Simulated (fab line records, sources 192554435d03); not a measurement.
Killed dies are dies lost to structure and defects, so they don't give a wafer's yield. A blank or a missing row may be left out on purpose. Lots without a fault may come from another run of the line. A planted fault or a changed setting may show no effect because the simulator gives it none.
Which tool did it? | flow n5_finfet | 11 lots, 33 wafers sampled, at 5 steps of a route of 1938

WHAT THE GAUGES READ, wafer by wafer
The record holds no reading of a measuring or inspecting step that can be judged against a usual standard deviation.

WHICH TOOL RAN EACH LOT (tool, then ch and the chambers of the sampled wafers, then the start)
lot  | N5_BEOL_M5_SPUTTER_81        | N5_BEOL_M5_SPUTTER_83        | N5_BEOL_M5_SPUTTER_90        | N5_BEOL_M5_ECD_50              | N5_BEOL_M5_CMP_52
L764 | pvd_sputter-03, day 8 02:19  | pvd_sputter-03, day 8 03:24  | pvd_sputter-03, day 8 05:35  | ecd_cu-01 ch 0,1, day 8 05:43  | cmp-04 ch 2,3, day 8 06:15
L766 | pvd_sputter-01, day 8 13:16  | pvd_sputter-01, day 8 14:20  | pvd_sputter-01, day 8 16:31  | ecd_cu-01 ch 1, day 8 16:38    | cmp-04 ch 0,3, day 8 17:04
L765 | pvd_sputter-03, day 8 15:38  | pvd_sputter-03, day 8 16:43  | pvd_sputter-03, day 8 18:53  | ecd_cu-01 ch 0,1, day 8 19:13  | cmp-01 ch 0,3, day 8 19:41
L767 | pvd_sputter-03, day 8 20:13  | pvd_sputter-03, day 8 21:18  | pvd_sputter-03, day 8 23:28  | ecd_cu-02 ch 0,1, day 8 23:35  | cmp-01 ch 1,2,3, day 9 00:01
L771 | pvd_sputter-03, day 9 17:03  | pvd_sputter-03, day 9 18:08  | pvd_sputter-03, day 9 20:19  | ecd_cu-02 ch 0,1, day 9 20:25  | cmp-02 ch 0,1,2, day 9 20:53
L770 | pvd_sputter-01, day 9 21:20  | pvd_sputter-01, day 9 22:26  | pvd_sputter-01, day 10 00:36 | ecd_cu-02 ch 0,1, day 10 00:43 | cmp-04 ch 0,2,3, day 10 01:09
L772 | pvd_sputter-01, day 10 04:49 | pvd_sputter-01, day 10 05:54 | pvd_sputter-01, day 10 08:04 | ecd_cu-01 ch 0,1, day 10 08:11 | cmp-04 ch 1,2,3, day 10 08:37
L773 | pvd_sputter-02, day 10 12:34 | pvd_sputter-02, day 10 13:39 | pvd_sputter-02, day 10 15:49 | ecd_cu-02 ch 0,1, day 10 15:56 | cmp-01 ch 0,3, day 10 16:32
L774 | pvd_sputter-03, day 10 13:21 | pvd_sputter-03, day 10 14:26 | pvd_sputter-03, day 10 16:37 | ecd_cu-01 ch 0,1, day 10 16:44 | cmp-01 ch 0,3, day 10 17:10
L782 | pvd_sputter-03, day 13 10:53 | pvd_sputter-03, day 13 11:58 | pvd_sputter-03, day 13 14:09 | ecd_cu-02 ch 0, day 13 14:16   | cmp-02 ch 2,3, day 13 14:55
L784 | pvd_sputter-01, day 13 17:10 | pvd_sputter-01, day 13 18:16 | pvd_sputter-01, day 13 20:26 | ecd_cu-02 ch 0,1, day 13 20:33 | cmp-01 ch 0,2,3, day 13 21:01
- N5_BEOL_M5_SPUTTER_81: material Cu, target thk 15 nm, time 27.62 s.
- N5_BEOL_M5_SPUTTER_83: material Cu, target thk 15 nm, time 27.62 s.
- N5_BEOL_M5_SPUTTER_90: material Cu, target thk 4.5 nm, time 8.29 s.
- N5_BEOL_M5_ECD_50: material Cu, target thk 300 nm.
- N5_BEOL_M5_CMP_52: polishes, stops on SiCOH lowk, t overpolish 6.9 s, target thk 62 nm.

WHAT THE TOOLS THEMSELVES READ (means of the sampled wafers that have a number; where no wafer has one, the mark that the record gives instead)
N5_BEOL_M5_SPUTTER_81. Usual: throttle_valve_pct 30.3 %, standard deviation 1.3.
lot  | tool           | throttle_valve_pct (%) | flag
L764 | pvd_sputter-03 | 31.5                   |
L766 | pvd_sputter-01 | 29.0                   |
L765 | pvd_sputter-03 | 31.4                   |
L767 | pvd_sputter-03 | 31.6                   |
L771 | pvd_sputter-03 | 31.4                   |
L770 | pvd_sputter-01 | 28.9                   |
L772 | pvd_sputter-01 | 28.2                   |
L773 | pvd_sputter-02 | 30.3                   |
L774 | pvd_sputter-03 | 31.4                   |
L782 | pvd_sputter-03 | 31.4                   |
L784 | pvd_sputter-01 | 29.1                   |

N5_BEOL_M5_SPUTTER_83. Usual: throttle_valve_pct 30.3 %, standard deviation 1.3.
lot  | tool           | throttle_valve_pct (%) | flag
L764 | pvd_sputter-03 | 31.5                   |
L766 | pvd_sputter-01 | 28.9                   |
L765 | pvd_sputter-03 | 31.4                   |
L767 | pvd_sputter-03 | 31.4                   |
L771 | pvd_sputter-03 | 31.5                   |
L770 | pvd_sputter-01 | 28.9                   |
L772 | pvd_sputter-01 | 27.9                   |
L773 | pvd_sputter-02 | 30.4                   |
L774 | pvd_sputter-03 | 31.2                   |
L782 | pvd_sputter-03 | 31.6                   |
L784 | pvd_sputter-01 | 29.0                   |

N5_BEOL_M5_SPUTTER_90. Usual: throttle_valve_pct 30.3 %, standard deviation 1.3.
lot  | tool           | throttle_valve_pct (%) | flag
L764 | pvd_sputter-03 | 31.4                   |
L766 | pvd_sputter-01 | 28.9                   |
L765 | pvd_sputter-03 | 31.3                   |
L767 | pvd_sputter-03 | 31.4                   |
L771 | pvd_sputter-03 | 31.5                   |
L770 | pvd_sputter-01 | 28.9                   |
L772 | pvd_sputter-01 | 28.0                   |
L773 | pvd_sputter-02 | 30.2                   |
L774 | pvd_sputter-03 | 31.4                   |
L782 | pvd_sputter-03 | 31.4                   |
L784 | pvd_sputter-01 | 28.9                   |

N5_BEOL_M5_CMP_52. Usual: motor_current_A 6.0 A, standard deviation 0.71; time_to_endpoint_s 61 s, standard deviation 4.5.
lot  | tool   | motor_current_A (A) | time_to_endpoint_s (s) | flag
L764 | cmp-04 | 5.8                 | 60                     |
L766 | cmp-04 | 6.1                 | 58                     |
L765 | cmp-01 | 6.8                 | 66                     |
L767 | cmp-01 | 6.0                 | 59                     |
L771 | cmp-02 | 5.7                 | 62                     |
L770 | cmp-04 | 5.8                 | 60                     |
L772 | cmp-04 | 5.9                 | 58                     |
L773 | cmp-01 | 6.6                 | 65                     |
L774 | cmp-01 | 6.9                 | 67                     |
L782 | cmp-02 | 5.3                 | 65                     |
L784 | cmp-01 | 6.4                 | 69                     |

THE ANSWER, worked out from the rows above alone
Rule: a lot is off if the mean of its wafers that have a number lies more than 3 standard deviations from the usual mean. A lot without any number at a reading at which 4 lots or more have one is off too. The other lots that the step has rows for count as sound. The gauges are gone through in route order, then the tools' own readings, and for those a lot's mean is taken as printed above. The first step at which some lot is off is used, and at that step the reading that is off furthest; a lot without a number counts as furthest.
No lot is off at any reading shown: from this, nothing can be told.

WHAT THE SIMULATOR HAD PUT IN
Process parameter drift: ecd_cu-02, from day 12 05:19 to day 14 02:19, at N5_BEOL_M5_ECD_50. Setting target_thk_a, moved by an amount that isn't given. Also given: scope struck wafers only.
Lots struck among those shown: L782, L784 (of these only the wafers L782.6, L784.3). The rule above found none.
